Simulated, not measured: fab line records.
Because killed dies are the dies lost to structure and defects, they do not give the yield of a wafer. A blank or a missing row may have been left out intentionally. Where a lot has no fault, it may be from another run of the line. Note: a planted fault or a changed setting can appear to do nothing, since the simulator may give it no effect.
A struck lot beside a sound one || flow nand_harc || 16 out of 1302 route steps
Sound: the wafers L459.2, L459.4, L459.5. Struck: wafer L471.2; the same lot's L471.6 was not struck, so it is left out; see the end for the cause.
Each step with rows lists, per side, the tool, then ch with its chambers, then its first start. Under that, the readings that differ: sound wafers || struck wafers || difference of the means || sigmas: that difference in standard deviations of wafers without a fault.
alike: words and numbers the same on both sides, and readings whose means are apart by under 2 such deviations; not compared: readings that were withheld, readings missing a value for some wafer, numbers with overlapping values and no deviation given by the record, and bounds like >300 which may hide the same value.
Wherever a step has rows on one side only, a row that says differs or no value, or a row with sigmas, the two part there. Numbers that have no deviation but don't overlap get no sigmas and don't part them. A reading missing from all wafers of one side parts the sides only when that side holds two or more wafers.

first, 1 step without rows for these wafers: NHARC_A_DECK1_JOINT_SRD_15.
NHARC_A_DECK1_JOINT_DEP_16: deposits SiO2, target thk 45 nm.
  sound on pecvd-03 ch 1,2, day 14 04:07; struck on pecvd-01 ch 1, day 19 13:49
{"reading": "heater_power_w (W)", "sound": "633 638 681", "struck": 451, "difference": -200, "sigmas": -3}
  alike: chamber_pressure_Torr, showerhead_vpp_V, susceptor_temp_C, throttle_valve_pct
NHARC_A_DECK1_JOINT_THK_MEAS_17: measures by ellipsometry.
  sound on film_metro-01, day 14 04:23; struck on film_metro-01, day 19 14:06
  alike: thk_nm
NHARC_A_DECK1_JOINT_INSPECT_05:
  sound on defect_inspect-02, day 14 04:25; struck on defect_inspect-01, day 19 14:08
{"reading": "raw_defect_count", "sound": "215 400 372", "struck": 737, "difference": "+408", "sigmas": "+3"}
then NHARC_A_ONON_D2_DEP_00 (target thk 1000 nm), 1 step lacking rows for these wafers.
NHARC_A_ONON_D2_THK_MEAS_02: measures by ellipsometry.
  sound on film_metro-01, day 14 05:00; struck on film_metro-01, day 19 14:43
  alike: thk_nm
then NHARC_A_ONON_D2_DEP_03 (target thk 1000 nm), 1 step lacking rows for these wafers.
NHARC_A_ONON_D2_THK_MEAS_05: measures by ellipsometry.
  sound on film_metro-02, day 14 05:34; struck on film_metro-02, day 19 15:16
{"reading": "thk_nm (nm)", "sound": "1018 1018 1018", "struck": 993, "difference": -25, "sigmas": -3}
then NHARC_A_ONON_D2_DEP_06 (target thk 1000 nm), 1 step lacking rows for these wafers.
NHARC_A_ONON_D2_THK_MEAS_08: measures by ellipsometry.
  sound on film_metro-02, day 14 06:08; struck on film_metro-02, day 19 15:50
  alike: thk_nm
then NHARC_A_ONON_D2_DEP_09 (target thk 1000 nm), 1 step lacking rows for these wafers.
NHARC_A_ONON_D2_THK_MEAS_11: measures by ellipsometry.
  sound on film_metro-01, day 14 06:42; struck on film_metro-01, day 19 16:24
  alike: thk_nm
NHARC_A_ONON_D2_DEP_12: target thk 1000 nm.
  sound on pecvd_onon-03 ch 0, day 14 06:49; struck on pecvd_onon-02 ch 0, day 19 16:31
  alike: n2_flow_sccm, susceptor_temp_C
NHARC_A_ONON_D2_THK_MEAS_14: measures by ellipsometry.
  sound on film_metro-02, day 14 07:16; struck on film_metro-01, day 19 16:58
{"reading": "thk_nm (nm)", "sound": "1003 1000 1003", "struck": 700, "difference": -302, "sigmas": -30}
then, 1 step without rows for these wafers: NHARC_A_ONON_D2_ANNEAL_15 (time 3600 s).
-- jump in the record: it breaks off in module A_ONON_D2 and resumes in module END (first step shown: number 1302 of the route), and 11 days separate the struck wafers' starts before and after --
NHARC_END_SORT_01:
  here the record holds rows for the struck wafers (prober-01 ch 0, day 30 23:07) but none for the sound ones

## WHERE THEY PART
First at NHARC_A_DECK1_JOINT_DEP_16; last, within this record, at NHARC_END_SORT_01.

WHY: the cause the simulator had injected
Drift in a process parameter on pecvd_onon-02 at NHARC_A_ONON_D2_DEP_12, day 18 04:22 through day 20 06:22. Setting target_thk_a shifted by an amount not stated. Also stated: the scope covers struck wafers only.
